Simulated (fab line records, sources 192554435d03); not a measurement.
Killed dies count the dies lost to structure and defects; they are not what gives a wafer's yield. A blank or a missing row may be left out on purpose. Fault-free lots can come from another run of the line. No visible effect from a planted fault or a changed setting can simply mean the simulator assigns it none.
fab line records ; flow n5-finfet
record: lots: 4; wafers: 12; last-day: 20
route steps=1938 shown BEOL_M4@1099 BEOL_M5@1112 BEOL_M9@1460 PASSIVATION@1936
lots that met no fault: taken from a fault-free run of the same line
start-h: hours from the record's first day to the start of the lot's first wafer shown ; wait-h: hours since the lot's step before ; " the same as in the row above ; L1.1+2: a row that stands for several wafers ; - no value present, or no start provided ; * or withheld: withheld ; < > ~ a bound
route shown NAME@n: NAME is a module with steps in the file, n the number in the route of the first one ; usual: mean/standard deviation of fault-free wafers ; same: alike in all rows ; chamber/n: place in a boat ; sites: each site's reading ; _std_site: how widely they spread, as a standard deviation ; _edge_site: the outer-site mean with the inner-site mean subtracted ; radius-mm: how far each site lies from the wafer's centre ; mask NAME#n: copy n ; behind: the tool/chamber that last shaped the wafer ; hold: why the lot went on hold/how many hours it stayed there/how the hold came to an end ; device: whichever transistor did not switch (one of n, p or np) ; end of line: tests run on the same wafers once the route is complete ; where a step has no rows: the recipe by itself ; killed: count of dies lost to structure and defects at first sort (not the wafer's yield) ; map: per-die view of a wafer (x killed, . not killed, _ where there is no die)
set.NAME: setting as actually run; set.NAME@STEP: the setting as run at that earlier step ; model.NAME: the simulator's own value behind a step, which no gauge read
lots at some steps of the route; a table a step, a row a wafer
services: a tool's chamber out of use, with start hour (start-h, from the record's first day; less than 0 if before it), hours out, and reason
== steps ==
step: N5_BEOL_M4_ANNEAL_95
recipe: temp-c: 400; time-s: 240; ambient: vacuum
step: N5_BEOL_M4_SPUTTER_96
recipe: material: Cu; target-thk-a: 45; temp-c: -20; chamber-pressure-pa: 0.07; power-w: withheld; time-s: 8.29
step: N5_BEOL_M4_ECD_50
recipe: material: Cu; target-thk-a: 3000
step: N5_BEOL_M4_ANNEAL_51
recipe: temp-c: 225; time-s: 90; ambient: N2
step: N5_BEOL_M4_CMP_52
recipe: stop-on: SiOC; t-overpolish-s: 6.8; down-force-psi: 1; platen-rpm: 50; clearing-platen-down-force-psi: 1.5; clearing-platen-rpm: 50; post-cmp-clean: cu-alkaline; target-thk-nm: 40; clearing-platen-pad-velocity-m-s: 0.99484; pad-velocity-m-s: 0.99484
step: N5_BEOL_M4_PRE_CLEAN_60
recipe: gas: NH3/H2; time-s: 15; temp-c: *; rf-power-w: 300
step: N5_BEOL_M4_CO_CAP_55
recipe: material: Co; target-thk-a: 20; temp-c: 200; precursor: CCTBA/H2; pressure-torr: 30; time-s: 102.1
step: N5_BEOL_M4_PRE_CLEAN_56
recipe: gas: NH3; time-s: 15; temp-c: withheld; rf-power-w: 300
step: N5_BEOL_M4_DEP_57
recipe: material: SiCN; target-thk-a: 80; temp-c: withheld; precursor: 3MS/NH3; pressure-torr: 3; rf-w: 202; time-s: 14
step: N5_BEOL_M4_RC_MEAS_101
usual: DIBL_N: 36.5/2.1; DIBL_P: 36.6/2.6; IOFF_N: 0.17/0.044; IOFF_P: 0.21/0.048; ION_N: 674/17; ION_P: 462/9.5; SS_N: 71.6/0.77; SS_P: 73.5/0.72; VT_N: 250/4.2; VT_P: -250/3.9
lot.wafer;tool;chamber;start-h;wait-h;DIBL_N[mV/V];DIBL_P[mV/V];IOFF_N[nA/um];IOFF_P[nA/um];ION_N[uA/um];ION_P[uA/um];SS_N[mV/dec];SS_P[mV/dec];VT_N[mV];VT_P[mV]
L622.1;prober-02;0;217.64;0.0;35.5;35.5;0.13;0.20;673;468;70.1;73.9;253;-251
L622.2;prober-02;0;217.64;0.0;41.8;43.6;0.26;0.34;695;474;72.9;76.0;244;-245
L622.4;prober-02;0;217.64;0.0;40.1;40.4;0.21;0.30;674;469;71.7;74.8;251;-246
L634.3;prober-01;0;288.53;0.3;37.6;37.2;0.18;0.20;678;458;71.9;73.1;249;-251
L634.5;prober-01;0;288.53;0.3;35.9;35.8;0.17;0.20;695;473;71.0;73.6;244;-250
L634.6;prober-01;0;288.53;0.3;36.9;36.7;0.16;0.21;684;462;71.3;73.8;251;-253
L636.3;prober-02;0;301.10;0.8;34.5;33.2;0.11;0.18;653;450;70.7;72.4;254;-252
L636.4;prober-02;0;301.10;0.8;40.4;39.9;0.24;0.30;693;479;72.2;73.5;243;-246
L636.5;prober-02;0;301.10;0.8;34.7;33.7;0.12;0.20;663;464;70.4;72.4;250;-249
L643.1;prober-02;0;339.33;0.0;34.6;34.2;0.13;0.18;663;459;71.0;72.8;254;-249
L643.5;prober-02;0;339.33;0.0;32.9;32.6;0.10;0.16;651;451;70.6;72.4;257;-253
L643.6;prober-02;0;339.33;0.0;36.7;37.1;0.17;0.22;676;464;70.9;73.0;251;-249
step: N5_BEOL_M5_ILD_DEP_00
recipe: material: SiCOH_lowk; target-thk-a: 1406.4; temp-c: 300; precursor: DEMS/porogen; pressure-torr: 5; rf-w: 500; time-s: 25.9
step: N5_BEOL_M5_CURE_79
recipe: temp-c: 385; time-s: 240; ambient: He/Ar; material: SiCOH_lowk
step: N5_BEOL_M5_PECVD_70
recipe: material: SiO2; target-thk-a: 160; temp-c: 400; precursor: TEOS/O2; pressure-torr: 5.5; rf-w: 450; teos-flow-sccm: 53.8; gas: O2; flow-sccm: 3000; time-s: 18
step: N5_BEOL_M5_HM_DEP_02
recipe: material: TiN; target-thk-a: 200; temp-c: 25; chamber-pressure-pa: 0.49996
step: N5_BEOL_M5_COAT_59
recipe: resist: SOC; temp-c: 250; time-s: 60; spin-rpm: 1500; resist-thk-nm: 60
step: N5_BEOL_M5_COAT_60
recipe: resist: SiARC; temp-c: 220; time-s: 60; spin-rpm: 1500; resist-thk-nm: 12
step: N5_BEOL_M5_COAT_71
recipe: resist: underlayer; temp-c: 205; time-s: 60; spin-rpm: 1500; resist-thk-nm: 5
step: N5_BEOL_M5_COAT_05
recipe: resist: CAR-EUV; spin-rpm: 1500; resist-thk-nm: 30
step: N5_BEOL_M5_EBR_07
recipe: solvent: PGMEA; ebr-width-mm: 1.5
step: N5_BEOL_M5_SOFTBAKE_06
recipe: temp-c: 110; time-s: 60; resist: CAR-EUV
step: N5_BEOL_M5_EXPOSE_08
recipe: mask-id: M5; na: 0.33; source-shape: annular; sigma-inner: 0.4; sigma-outer: 0.8; polarization: unpolarized; target-cd-nm: 28; dose-mj: 35.75
step: N5_BEOL_M5_PEB_09
recipe: peb-temp-c: 100; peb-time-s: 60; resist: CAR-EUV
step: N5_BEOL_M5_DEVELOP_10
recipe: develop-time-s: 30; developer: TMAH; resist: CAR-EUV; rinse-liquid: surfactant-rinse; dry: air-spin; dev-temp-c: 23
step: N5_BEOL_M5_DESCUM_16
recipe: chemistry: O2; time-s: 7; source-power-w: 50; bias-power-w: 20; pressure-mtorr: 20; rf-frequency-hz: 2.712e+07; temp-c: 40; resist: CAR-EUV; o2-flow-sccm: 225
step: N5_BEOL_M5_ETCH_72
recipe: chemistry: N2/H2; target: underlayer; target-depth-a: 65; mask-material: CAR-EUV; time-s: 5.2; ion-energy-ev: 200; pressure-mtorr: 30; source-w: 840; bias-w: 150; n2-flow-sccm: 200; h2-flow-sccm: 200; ends: cleared
step: N5_BEOL_M5_ETCH_61
recipe: chemistry: CF4; target: SiARC; target-depth-a: 156; mask-material: CAR-EUV; time-s: 26; ion-energy-ev: 80; pressure-mtorr: 40; source-w: 545; bias-w: 36; Ar_flow_sccm: 100; cf4-flow-sccm: 100; ends: cleared
step: N5_BEOL_M5_ETCH_62
recipe: chemistry: N2/H2; target: SOC; target-depth-a: 750; overetch-a: 150; mask-material: SiARC; temp-c: 40; time-s: 112.5; ion-energy-ev: 200; pressure-mtorr: 30; source-w: 840; bias-w: 150; n2-flow-sccm: 200; h2-flow-sccm: 200
step: N5_BEOL_M5_STRIP_63
recipe: chemistry: N2/H2; temp-c: 40; n2-flow-sccm: 200; h2-flow-sccm: 200; rf-frequency-hz: 6e+07
step: N5_BEOL_M5_STRIP_73
recipe: chemistry: N2/H2; temp-c: 40; n2-flow-sccm: 200; h2-flow-sccm: 200; rf-frequency-hz: 6e+07
step: N5_BEOL_M5_STRIP_64
recipe: chemistry: CF4; resist: SiARC; power-w: 300; bias-power-w: 75; pressure-mtorr: 50; cf4-flow-sccm: 150; rf-frequency-hz: 6e+07
step: N5_BEOL_M5_HM_OPEN_17
recipe: chemistry: Cl2/BCl3; target-depth-a: 200; overetch-a: 60; target: TiN; mask-material: SOC; ion-energy-ev: 150; pressure-mtorr: 10; icp-w: 1000; bias-w: 126; Cl2_flow_sccm: 53.25; bcl3-flow-sccm: 21.75; Ar_flow_sccm: 25
step: N5_BEOL_M5_STRIP_19
recipe: chemistry: O2; power-w: 400; temp-c: 40; pressure-mtorr: 30; rf-frequency-hz: 6e+07; bias-power-w: 0; overash-fraction: 0.2; o2-flow-sccm: 225
step: N5_BEOL_M5_COAT_65
recipe: resist: SOC; temp-c: 250; time-s: 60; spin-rpm: 1500; resist-thk-nm: 60
step: N5_BEOL_M5_COAT_66
recipe: resist: SiARC; temp-c: 220; time-s: 60; spin-rpm: 1500; resist-thk-nm: 12
step: N5_BEOL_M9_CVD_78
recipe: material: Co; target-thk-a: 20; temp-c: withheld; precursor: CCTBA/H2; pressure-torr: 30; time-s: 138.9
usual: chamber-pressure-Torr: 30.01/0.067; run-length-s: 161.5/0.6; time-s: 138.9/0
lot.wafer;tool;chamber;start-h;wait-h;chamber-pressure-Torr;run-length-s;time-s
L622.1;cvd-co-02;1;265.94;0.0;30.01;161.4;138.9
L622.2;cvd-co-02;0;265.94;0.0;29.92;160.8;138.9
L622.4;cvd-co-02;0;265.94;0.0;30.01;161.1;138.9
L634.3;cvd-co-01;1;338.74;0.1;-;-;-
L634.5;cvd-co-01;2;338.74;0.1;-;-;-
L634.6;cvd-co-01;1;338.74;0.1;-;-;-
L636.3;cvd-co-02;0;343.48;0.3;-;-;-
L636.4;cvd-co-02;2;343.48;0.3;-;-;-
L636.5;cvd-co-02;0;343.48;0.3;-;-;-
L643.1;cvd-co-01;0;388.48;0.0;30.09;161.3;138.9
L643.5;cvd-co-01;0;388.48;0.0;30.05;161.9;138.9
L643.6;cvd-co-01;2;388.48;0.0;30.04;160.3;138.9
step: N5_BEOL_M9_CMP_52
recipe: stop-on: SiCOH_lowk; t-overpolish-s: 7; down-force-psi: 1; platen-rpm: 50; clearing-platen-down-force-psi: 1.5; clearing-platen-rpm: 50; post-cmp-clean: cu-alkaline; target-thk-nm: 140; clearing-platen-pad-velocity-m-s: 0.99484; pad-velocity-m-s: 0.99484
usual: barrier-field-endpoint-s: 28.6/0.94; clearing-platen-down-force-psi: 1.5000/0.0029; motor-current-A: 6.1/0.72; platen-rpm: 49.99/0.033
lot.wafer;tool;chamber;start-h;wait-h;barrier-field-endpoint-s;clearing-platen-down-force-psi;motor-current-A;platen-rpm
L622.1;cmp-01;0;266.64;0.3;27.3;1.5061;6.5;50.00
L622.4;cmp-01;1;266.64;0.3;27.7;1.4986;5.6;49.98
L622.2;cmp-01;3;266.64;0.3;29.3;1.5031;5.7;50.02
L634.3;cmp-01;1;340.01;0.2;25.0;1.4986;5.6;49.99
L634.6;cmp-01;0;340.01;0.2;26.1;1.4965;7.2;49.96
L634.5;cmp-01;1;340.01;0.2;25.1;1.5000;5.5;50.02
L636.4;cmp-04;1;345.79;0.3;25.9;1.5044;6.5;49.98
L636.3;cmp-04;3;345.79;0.3;26.8;1.5019;6.8;50.06
L636.5;cmp-04;2;345.79;0.3;26.2;1.4969;5.5;49.96
L643.1;cmp-01;0;389.29;0.3;28.3;1.5019;7.0;49.99
L643.5;cmp-01;3;389.29;0.3;29.4;1.4965;5.5;50.00
L643.6;cmp-01;0;389.29;0.3;27.7;1.4995;6.9;50.00
step: N5_PASSIVATION_PROBE_49
usual: defect-limited-yield: 91.2/1.5; killed_at_M0_to_M3: 36/10; killed_at_M4_up: 14/5.2; killed-at-contacts: 12/6; killed-at-front-end: 37/10; killed-at-other: 4/3.3; killed-dies: 104/18; killed-on-rim: 14/4.1; killed-open: 68/14; killed-short: 34/7.4; sort_bin_5_function: 5.2/1; sort_bin_6_memory: 3.3/0.7; sort-n-pass: 1076/18; sort-yield-pct: 91.2/1.5
same: gross-dies: 1180; killed-at-back-side: 0; sort_bin_4_leakage[%]: 0; sort_bin_8_speed[%]: 0
lot.wafer;tool;chamber;start-h;wait-h;defect-limited-yield[%];killed_at_M0_to_M3;killed_at_M4_up;killed-at-contacts;killed-at-front-end;killed-at-other;killed-dies;killed-on-rim;killed-open;killed-short;sort_bin_5_function[%];sort_bin_6_memory[%];sort-n-pass;sort-yield-pct[%]
L622.1;prober-01;-;318.91;0.0;91.5;25;24;15;33;3;100;7;79;21;5.3;3.1;1080;91.5
L622.2;prober-01;-;318.96;0.1;92.5;29;11;10;33;6;89;17;58;27;4.7;2.7;1091;92.5
L622.4;prober-01;-;319.06;0.2;91.6;23;13;13;45;5;99;17;63;34;4.7;3.3;1081;91.6
L636.3;prober-01;-;399.16;0.1;18.0;43;883;11;27;4;968;88;58;36;69.7;12.3;212;18.0
L636.4;prober-01;-;399.21;0.2;18.5;33;902;2;19;6;962;149;45;28;68.4;12.7;218;18.5
L636.5;prober-01;-;399.26;0.2;17.1;43;885;7;37;6;978;91;56;29;71.4;10.4;202;17.1
L634.3;prober-01;-;401.30;0.1;18.6;21;886;10;41;3;961;150;62;25;68.1;12.9;219;18.6
L634.5;prober-01;-;401.40;0.2;16.8;23;906;14;31;8;982;93;58;27;70.0;13.0;198;16.8
L634.6;prober-01;-;401.45;0.3;19.7;32;871;16;22;6;947;151;61;27;67.5;12.4;233;19.7
L643.1;prober-01;-;481.79;0.0;95.1;13;10;4;29;2;58;9;41;17;2.9;1.9;1122;95.1
L643.5;prober-01;-;481.99;0.2;93.6;16;15;10;31;3;75;8;51;24;4.5;1.8;1105;93.6
L643.6;prober-01;-;482.04;0.3;93.0;27;15;6;32;3;83;15;55;28;3.7;2.9;1097;93.0
killed by level:class
L622.1 MOL_CONTACT_COAG:geometric-particle:open=13 STI_FIN_REVEAL:geometric-particle:open=11 BEOL_M4:geometric-particle:open=8 BEOL_M1:geometric-particle:open=7 BEOL_M7:geometric-particle:open=6 BEOL_M0_SAQP:geometric-particle:short=5 FIN_SAQP:geometric-particle:short=4 BEOL_M2:geometric-particle:open=4
L622.2 FIN_SAQP:geometric-particle:open=10 BEOL_M3:geometric-particle:open=9 BEOL_M4:geometric-particle:open=8 MOL_CONTACT_COAG:geometric-particle:open=7 BEOL_M3:geometric-particle:short=7 BEOL_M1:geometric-particle:open=6 STI_FIN_REVEAL:geometric-particle:open=4 GATE_CUT:geometric-particle:short=4
L622.4 FIN_SAQP:geometric-particle:open=12 MOL_CONTACT_COAG:geometric-particle:open=9 DUMMY_GATE:geometric-particle:open=7 BEOL_M1:geometric-particle:open=7 BEOL_M3:geometric-particle:open=5 BEOL_M2:geometric-particle:open=5 FIN_SAQP:geometric-particle:short=4 GATE_CUT:geometric-particle:short=4
L636.3 BEOL_M9:area-cvd=536 BEOL_M9:interface-void-opened=338 BEOL_M0_SAQP:geometric-particle:short=15 BEOL_M0_SAQP:geometric-particle:open=14 FIN_SAQP:geometric-particle:open=9 MOL_CONTACT_COAG:geometric-particle:open=9 FIN_SAQP:geometric-particle:short=8 BEOL_M3:geometric-particle:open=5
L636.4 BEOL_M9:area-cvd=522 BEOL_M9:interface-void-opened=366 BEOL_M0_SAQP:geometric-particle:open=7 BEOL_M0_SAQP:geometric-particle:short=7 BEOL_M4:geometric-particle:open=6 FIN_SAQP:geometric-particle:open=5 BEOL_M2:geometric-particle:open=4 BEOL_M3:geometric-particle:open=4
L636.5 BEOL_M9:area-cvd=552 BEOL_M9:interface-void-opened=332 BEOL_M0_SAQP:geometric-particle:open=14 HKMG_FIN:area-etch=9 MOL_CONTACT_COAG:geometric-particle:open=7 BEOL_M0_SAQP:geometric-particle:short=7 BEOL_M3:geometric-particle:open=7 FIN_SAQP:geometric-particle:short=6
L634.3 BEOL_M9:area-cvd=520 BEOL_M9:interface-void-opened=353 FIN_SAQP:geometric-particle:open=10 BEOL_M0_SAQP:geometric-particle:open=10 FIN_SAQP:geometric-particle:short=9 MOL_CONTACT_COAG:geometric-particle:open=9 STI_FIN_REVEAL:geometric-particle:open=7 BEOL_M4:geometric-particle:open=6
L634.5 BEOL_M9:area-cvd=528 BEOL_M9:interface-void-opened=366 MOL_CONTACT_COAG:geometric-particle:open=11 STI_FIN_REVEAL:geometric-particle:open=9 FIN_SAQP:geometric-particle:open=6 BEOL_M0_SAQP:geometric-particle:short=6 STI_FIN_REVEAL:geometric-particle:short=5 BEOL_M0_SAQP:geometric-particle:open=5
L634.6 BEOL_M9:area-cvd=505 BEOL_M9:interface-void-opened=353 MOL_CONTACT_COAG:geometric-particle:open=15 BEOL_M0_SAQP:geometric-particle:short=11 BEOL_M0_SAQP:geometric-particle:open=11 BEOL_M4:geometric-particle:open=9 BEOL_M3:geometric-particle:open=6 STI_FIN_REVEAL:geometric-particle:open=3
L643.1 DUMMY_GATE:geometric-particle:open=9 BEOL_M3:geometric-particle:open=6 FIN_SAQP:geometric-particle:open=5 FIN_SAQP:geometric-particle:short=5 BEOL_M4:geometric-particle:open=4 MOL_CONTACT_COAG:geometric-particle:open=3 STARTING-WAFER:geometric-particle:open=3 DUMMY_GATE:geometric-particle:short=2
L643.5 MOL_CONTACT_COAG:geometric-particle:open=8 STI_FIN_REVEAL:geometric-particle:open=5 BEOL_M3:geometric-particle:open=5 FIN_SAQP:geometric-particle:short=4 DUMMY_GATE:geometric-particle:open=4 BEOL_M0_SAQP:geometric-particle:open=4 BEOL_M7:geometric-particle:open=4 STARTING-WAFER:geometric-particle:short=4
L643.6 BEOL_M2:geometric-particle:open=8 MOL_CONTACT_COAG:geometric-particle:open=6 FIN_SAQP:geometric-particle:short=5 STI_FIN_REVEAL:geometric-particle:open=5 DUMMY_GATE:geometric-particle:open=5 BEOL_M0_SAQP:geometric-particle:short=5 STARTING-WAFER:geometric-particle:short=4 BEOL_M3:geometric-particle:open=4
map L634.5 (x killed, . not)
_________________x.x.xx..x.x.________________
______________.xx.x..x.xx.xxxxxx_____________
___________.xxxxxxxxx..xxxx.x.xx.xx__________
__________x.x.xxxxxxxxxxxxxxxxx..xxx_________
________..xxxxxxxxxxxxxxxxxxxxxxx.xxx._______
_______.x.xxxxxxx.xxxxxxxxxxxxxxxxx..xx______
______xxxxx.xxxxxxxxxxxxxxx.xxx.xxxxxx.x_____
_____xxx.xxx.xxxxxxxxxxx.xxxxxxxxxxxxx.xx____
____xxxxxxxxxxxxxxxxxxxxxxxxxxxxxxxx..xxx.___
___xx.x.x.xxxxxxxxxxxxxxxxxxxxxxxxx.xxxx.x.__
___...xxxx.xxxxxxxxxxxxxxxxxxxxxxxxx..x.xxx__
__.x.xxxxxxxxxxxxxxxxxxxxxxxxxxxxxxx.xxx...x_
__.x.xxxxxxxxxxxxxxxxxxxxxxxxxxxxxxxxxxxxxx._
_..xxx.xxxxxxxxxxxxxxxxxxxxxxxxxxxxxxxxxxxxxx
_xxxx.xxx.xxxxxxxxxxxxxxxxxxxxxxxx.xxxxxxxxx.
_x..xxxx.xxxxxxxxxxxxxxxxxxxxxxxxxxxxxxxxx..x
_.x.x.xxxx.xxxxxxxxxxxx.xxxxxxxxxxxxxxxxx.xxx
_xxxxxxxxxxxxxxxxxxxxxxxxxxxxxxxx.xxxx.x...xx
_xx.x.xxxxxxxxxxxxxxxxxxxxxxxxxxxxxxxxx.xx.xx
_xxx.x.xxxxxxxxxxxxxxxxxxxxxxxxxxxxxxxxx.xxxx
_x....x...xxxxxxxxxxx.xxxxxxxxxxxxxxxxxx.xxx.
__x.xxxxxxxx.xxxxxxxxxxxxxxxxxxxxxxxxxxxx.xx_
__xx.xx.xxxxxxxxxxxxxxxxxxxxxxxxxxxxxxxxxx.._
___.xx.xxx..xxxxxxxxxxxxxxxxxxxxxxxxxxxxxx.__
___x..xxxx.xxx.xxxxxxxxxxxxxxxxxxxxxxxxx.xx__
____.x.xxxxxx.xxxxxxxxx.xxxxxxxxxxxx.x....___
_____.x.x.xx.x..xxxxx.x.xxxxxxxx..x.xxxxx____
______x.x..xx.x.xxxxxxxxxxxxxxxxxxx..x.._____
_______..x.xxxxx..xxxxxxxxxxx.xx..xxx.x______
________xx.x.xxxxx..xxxxxxxxx.xx...xx._______
__________xx.x.x.xxxxx.x..x.xxxx.x.x_________
___________xxxxxxx.xxx..xxx.xx.xxxx__________
______________x.x..xxx.xx.x..x.._____________
_________________.x.x..x..xx.________________
map L636.5 (x killed, . not)
_________________.xxx.xxx...x________________
______________x..xx.xxxxx.xxxx.._____________
___________x.x.x.x.xxxx...xxxx.x.xx__________
__________x.xxxxxxxx.x.xx.xxxx.xxxxx_________
________x.x..xxxxxxxxx.x.xxxxxx.x..xx._______
_______xxxx.xxxxxxx.xxxxxxxxxxx.xx.x..x______
______x.xxx.xxxxxxxxxxxxxxxxxx.xxx.xxx.._____
_____x...xxxxx.xxxxxxxxxxxxxxxxx.xxxxxx.x____
____...xxxxxxxx.xxxx.x.xxxxxxx.xxxxxx..xxx___
___...xxxxxxxxxxxxxxxxxxxxxxxxxxxx.xx.x.xx.__
___xxx..xxxxxxxxxxxxxxxxxxxxxxxxxxxxxxx.xxx__
__xxxxxxxxx.x.xxxxxxxxxxxxxxxxxxxxxxxxxx.xxx_
__xxx..x.xxxxxxxxxxxxxxxxxxxxxxxxxxxxxx..xxx_
_x.xx..x.xxx.xxxxxxxxxxxxxxxxxxxxxxxx.x..xxxx
_x.xx.x.xx.xxxxxxxxxxxxxxxxxxxxxxxxxxxxxxxx.x
_.xxx..xxxxxxxxxxxxxxxxxxxxxxxxxxxxxxxxxxxxx.
_x.xxxxxxxxxx.xxxxxxxxxxxxxxxxxxxx.x.xx.xxxxx
_xxxxx.xxxxxxxxxxxxxx.xxxxxxxxxxxxxxx.xx.xxxx
_.x.xxxxxxxxxxxxxxxxxxxxxxxxxxxxxxxxxxxxxx.xx
_xxxxxxxxxxxxxxxxxxxxxxxxxxxxxxxxxxxx.xxxx...
_x.xx.xxxxxxxxxxxxxxxxxxxxxxxxxxxxxxxxxxx.xxx
__..xx.xxxxxxxxxxxxxxxxxxxxxxxxxxxxxxxxxxxxx_
__x.x..xxxx.xxxxxxxxxxxxxxxxxxxxx.xx.xx..xxx_
___...x.xxxxx.xxxxxxxxxxxxxxx.xxxxxxx...xx.__
___.xxxxxxxxxxxxxxxxxxxxxxxxxxxxxxxxxxx...x__
____xxxxxxx.xxxxxxxxxxxxxxxxxxxxxxxxxx...x___
_____xx..xxxxxx.xxxxxxxxxxxxxxxxxxx.xxx..____
______xxxxxxxxx.xx.xxxxxxxxxxx..x..xx.x._____
_______.xxxx.xxxxxxxxxxxxxxxx.x.xxxx.xx______
________x...xxxxxxxxxxx..xxxxxxx.x.xxx_______
__________x....xx.xx.xxx.x.xxxxxx.x._________
___________xxxxxx..xxxxx.xx.xxxxx..__________
______________xx.xx.xx..xxx..xx._____________
_________________.......x.x.x________________
== services ==
tool;chamber;start-h;hours;kind
cvd-co-01;0;243.52;11.4;repair
cmp-01;-;269.12;8.4;pm
cmp-01;-;278.95;0.5;repair
cvd-co-02;-;285.01;2.8;pm
cmp-01;-;325.02;0.8;repair
cvd-co-02;1;333.33;-;clean
cvd-co-02;1;333.33;22.0;scheduled-down
cvd-co-02;1;333.33;22.0;vent-cycle
cvd-co-02;-;333.80;0.5;repair
cmp-04;-;346.47;12.1;pm
cmp-01;-;375.79;4.0;pm
cmp-01;-;379.79;-;consumable-replace:conditioner
cmp-01;-;379.79;-;consumable-replace:pad
cvd-co-01;-;379.83;1.9;repair
cmp-04;-;385.72;4.0;pm
== key ==
first-sign: step: N5_BEOL_M9_CVD_78; reading: tool-record; direction: missing
effect: step: N5_BEOL_M9_CMP_52; reading: barrier-field-endpoint-s; direction: down; sigmas: 2.9; usual: 28.6; struck: 25.8
effect: step: N5_PASSIVATION_PROBE_49; reading: killed_at_M4_up; direction: up; sigmas: 99+; usual: 14; struck: 889
more-kills-born-at: N5_BEOL_M9_CVD_78@cvd-co-02: 1610; N5_BEOL_M9_CVD_78@cvd-co-01: 1553
met-at N5_BEOL_M9_CVD_78
struck-wafers L634.3,L634.5,L634.6,L636.3,L636.4,L636.5
later-rows-left-out L634.3,L634.5,L634.6,L636.3,L636.4,L636.5
onset-between 265.94 338.74
fault: kind: skipped-step-whole; tool: cvd-co-01,cvd-co-02; chamber: -; onset-h: 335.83; steps: N5_BEOL_M9_CVD_78; scope: struck-lots-only
later-rows-left-out: the simulator's readings of these wafers behind a module that went badly wrong aren't trusted and aren't shown, but for the sort
